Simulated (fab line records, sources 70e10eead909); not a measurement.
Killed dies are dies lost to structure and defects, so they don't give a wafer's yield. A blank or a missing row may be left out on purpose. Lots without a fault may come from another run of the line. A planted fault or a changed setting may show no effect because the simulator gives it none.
Which tool did it? | flow nand_harc | 13 lots, 39 wafers sampled, at 5 steps of a route of 1159

WHAT THE GAUGES READ, wafer by wafer
NHARC_END_SORT_01. Usual: defect_limited_yield 95.2 %, standard deviation 1.6; killed_at_array 28, standard deviation 11; killed_at_other 0.8, standard deviation 1.3; killed_at_periphery 3.6, standard deviation 2.5; killed_dies 32, standard deviation 11; killed_open 3.0, standard deviation 1.8; killed_short 2.0, standard deviation 1.5; sort_bin_2_pct 1.5 %, standard deviation 0.66; sort_bin_3_pct 0.25 %, standard deviation 0.23; sort_bin_4_pct 3.0 %, standard deviation 1.1; sort_n_pass 645, standard deviation 11; sort_rim_yield_pct 96.0 %, standard deviation 2.9; sort_yield_pct 95.2 %, standard deviation 1.6.
lot  | measured     | on        | defect_limited_yield (%) | killed_at_array | killed_at_other | killed_at_periphery | killed_dies | killed_open | killed_short | sort_bin_2_pct (%) | sort_bin_3_pct (%) | sort_bin_4_pct (%) | sort_n_pass | sort_rim_yield_pct (%) | sort_yield_pct (%) | flag
L890 | day 21 12:53 | prober-02 | 86.0 87.1 93.2           | 12 18 11        | 0 1 1           | 83 68 34            | 95 87 46    | 3 3 0       | 5 7 2        | 5.8 5.9 3.5        | 3.25 3.10 0.89     | 5.0 3.8 2.4        | 582 590 631 | 99.1 85.8 86.8         | 86.0 87.1 93.2     | OFF
L892 | day 21 13:03 | prober-01 | 86.9 87.1 86.4           | 9 7 12          | 0 0 0           | 80 80 80            | 89 87 92    | 1 1 1       | 0 1 1        | 6.4 6.1 5.8        | 1.92 2.81 2.22     | 4.9 4.0 5.6        | 588 590 585 | 97.2 96.2 99.1         | 86.9 87.1 86.4     | OFF
L902 | day 23 03:58 | prober-02 | 92.9 94.7 91.6           | 42 30 52        | 3 1 1           | 3 5 4               | 48 36 57    | 1 3 8       | 1 0 2        | 2.1 2.7 2.5        | 0.44 0 0.44        | 4.6 2.7 5.5        | 629 641 620 | 88.7 90.6 91.5         | 92.9 94.7 91.6     |

WHICH TOOL RAN EACH LOT (tool, then ch and the chambers of the sampled wafers, then the start)
lot  | NHARC_P_BONDPAD_PRECLEAN_30         | NHARC_A_M0_ETCH_15                            | NHARC_A_M0_PRE_CLEAN_29                 | NHARC_A_M0_ANNEAL_30
L885 | wet_bench-10 ch 2,3,4, day 6 07:00  | rie_diel-09 ch 1,2,3, day 17 19:32 or earlier | pvd_sputter-02, day 17 19:32 or earlier | rtp_anneal-02 ch 0, day 17 19:32
L887 | wet_bench-08 ch 0,2,4, day 6 20:34  | rie_diel-02 ch 0,1,2, day 17 23:40 or earlier | pvd_sputter-02, day 17 23:40 or earlier | rtp_anneal-01 ch 0, day 17 23:40
L886 | wet_bench-08 ch 3,5,6, day 6 21:14  | rie_diel-09 ch 0,1,3, day 17 18:01 or earlier | pvd_sputter-03, day 17 18:01 or earlier | rtp_anneal-01 ch 0, day 17 18:01
L888 | wet_bench-08 ch 1,2,3, day 7 04:32  | rie_diel-09 ch 0,2,3, day 18 00:22 or earlier | pvd_sputter-03, day 18 00:22 or earlier | rtp_anneal-02 ch 0, day 18 00:22
L889 | wet_bench-08 ch 1,3,5, day 7 06:07  | rie_diel-09 ch 0,1,2, day 17 22:54 or earlier | pvd_sputter-01, day 17 22:54 or earlier | rtp_anneal-02 ch 0, day 17 22:54
L891 | wet_bench-08 ch 0,3,6, day 7 22:58  | rie_diel-05 ch 1,2,3, day 19 06:05 or earlier | pvd_sputter-01, day 19 06:05 or earlier | rtp_anneal-02 ch 0, day 19 06:05
L890 | wet_bench-08 ch 0,1,5, day 8 01:17  | rie_diel-05 ch 0,3, day 18 17:17 or earlier   | pvd_sputter-03, day 18 17:17 or earlier | rtp_anneal-01 ch 0, day 18 17:17
L892 | wet_bench-08 ch 0,2,3, day 8 06:11  | rie_diel-05 ch 0,1,2, day 19 15:46 or earlier | pvd_sputter-03, day 19 15:46 or earlier | rtp_anneal-02 ch 0, day 19 15:46
L903 | wet_bench-10 ch 0,3,5, day 10 16:48 | rie_diel-05 ch 1,2,3, day 21 23:16 or earlier | pvd_sputter-02, day 21 23:16 or earlier | rtp_anneal-02 ch 0, day 21 23:16
L902 | wet_bench-10 ch 0,2,3, day 10 17:05 | rie_diel-02 ch 1,3, day 21 15:42 or earlier   | pvd_sputter-01, day 21 15:42 or earlier | rtp_anneal-01 ch 0, day 21 15:42
L904 | wet_bench-10 ch 2,3,4, day 11 00:08 | rie_diel-05 ch 0,1,3, day 22 02:59 or earlier | pvd_sputter-03, day 22 02:59 or earlier | rtp_anneal-02 ch 0, day 22 02:59
L906 | wet_bench-08 ch 3,5,7, day 11 16:35 | rie_diel-05 ch 1,2, day 23 11:49 or earlier   | pvd_sputter-02, day 23 11:49 or earlier | rtp_anneal-01 ch 0, day 23 11:49
L908 | wet_bench-08 ch 0,6,7, day 11 21:36 | rie_diel-09 ch 0,1,2, day 22 12:49 or earlier | pvd_sputter-03, day 22 12:49 or earlier | rtp_anneal-02 ch 0, day 22 12:49
- NHARC_P_BONDPAD_PRECLEAN_30: cleans in DIW, time 300 s.
- NHARC_A_M0_ETCH_15: etches the open film in C4F8/Ar, target depth 150 nm, overetch 15 nm, time 82.5 s.
- NHARC_A_M0_PRE_CLEAN_29: time 30 s.
- NHARC_A_M0_ANNEAL_30: time 90 s.

WHAT THE TOOLS THEMSELVES READ (means of the sampled wafers that have a number; where no wafer has one, the mark that the record gives instead)
NHARC_A_M0_ETCH_15. Usual: oes_product_au 0.954 a.u., standard deviation 0.021; rf_vpp_V 439.9 V, standard deviation 2.7.
lot  | tool        | oes_product_au (a.u.) | rf_vpp_V (V) | flag
L885 | rie_diel-09 | 0.978                 | 439.5        |
L887 | rie_diel-02 | 0.969                 | 440.9        |
L886 | rie_diel-09 | 0.949                 | 442.5        |
L888 | rie_diel-09 | 0.970                 | 441.9        |
L889 | rie_diel-09 | 0.924                 | 440.4        |
L891 | rie_diel-05 | 0.969                 | 439.9        |
L890 | rie_diel-05 | 0.922                 | 441.4        |
L892 | rie_diel-05 | 0.931                 | 437.3        |
L903 | rie_diel-05 | 0.928                 | 440.2        |
L902 | rie_diel-02 | 0.955                 | 437.0        |
L904 | rie_diel-05 | 0.924                 | 439.6        |
L906 | rie_diel-05 | 0.978                 | 438.0        |
L908 | rie_diel-09 | 0.966                 | 439.4        |

NHARC_A_M0_PRE_CLEAN_29. Usual: heater_power_w 427 W, standard deviation 34.
lot  | tool           | heater_power_w (W) | flag
L885 | pvd_sputter-02 | 436                |
L887 | pvd_sputter-02 | 441                |
L886 | pvd_sputter-03 | 461                |
L888 | pvd_sputter-03 | 460                |
L889 | pvd_sputter-01 | 402                |
L891 | pvd_sputter-01 | 387                |
L890 | pvd_sputter-03 | 433                |
L892 | pvd_sputter-03 | 462                |
L903 | pvd_sputter-02 | 447                |
L902 | pvd_sputter-01 | 384                |
L904 | pvd_sputter-03 | 434                |
L906 | pvd_sputter-02 | 444                |
L908 | pvd_sputter-03 | 463                |

NHARC_A_M0_ANNEAL_30. Usual: wafer_temp_C_max 226.34, standard deviation 0.29.
lot  | tool          | wafer_temp_C_max | flag
L885 | rtp_anneal-02 | 226.59           |
L887 | rtp_anneal-01 | 226.13           |
L886 | rtp_anneal-01 | 226.21           |
L888 | rtp_anneal-02 | 226.39           |
L889 | rtp_anneal-02 | 226.58           |
L891 | rtp_anneal-02 | 226.24           |
L890 | rtp_anneal-01 | 226.34           |
L892 | rtp_anneal-02 | 226.50           |
L903 | rtp_anneal-02 | 226.64           |
L902 | rtp_anneal-01 | 226.14           |
L904 | rtp_anneal-02 | 226.16           |
L906 | rtp_anneal-01 | 226.24           |
L908 | rtp_anneal-02 | 226.32           |

THE ANSWER, worked out from the rows above alone
Rule: a lot is off if the mean of its wafers that have a number lies more than 3 standard deviations from the usual mean. A lot without any number at a reading at which 4 lots or more have one is off too. The other lots that the step has rows for count as sound. The gauges are gone through in route order, then the tools' own readings, and for those a lot's mean is taken as printed above. The first step at which some lot is off is used, and at that step the reading that is off furthest; a lot without a number counts as furthest.
Off: L890, L892, at NHARC_END_SORT_01 (killed_at_periphery). Neither off nor sound, because the step has no rows for them: L885, L887, L886, L888, L889, L891, L903, L904, L906, L908.
A tool fits if, at a process step before that reading, it ran every lot that is off, and no sound lot after the first of them. The gauges at NHARC_END_SORT_01 are tried like those tools. NHARC_A_M0_ETCH_15 gives no start for some lots, so the hours and the order of its lots are those of NHARC_A_M0_ANNEAL_30. NHARC_A_M0_PRE_CLEAN_29 gives no start for some lots, so the hours and the order of its lots are those of NHARC_A_M0_ANNEAL_30. Can't be told from this: 3 tools fit, wet_bench-08 at NHARC_P_BONDPAD_PRECLEAN_30, rie_diel-05 at NHARC_A_M0_ETCH_15, pvd_sputter-03 at NHARC_A_M0_PRE_CLEAN_29.

WHAT THE SIMULATOR HAD PUT IN
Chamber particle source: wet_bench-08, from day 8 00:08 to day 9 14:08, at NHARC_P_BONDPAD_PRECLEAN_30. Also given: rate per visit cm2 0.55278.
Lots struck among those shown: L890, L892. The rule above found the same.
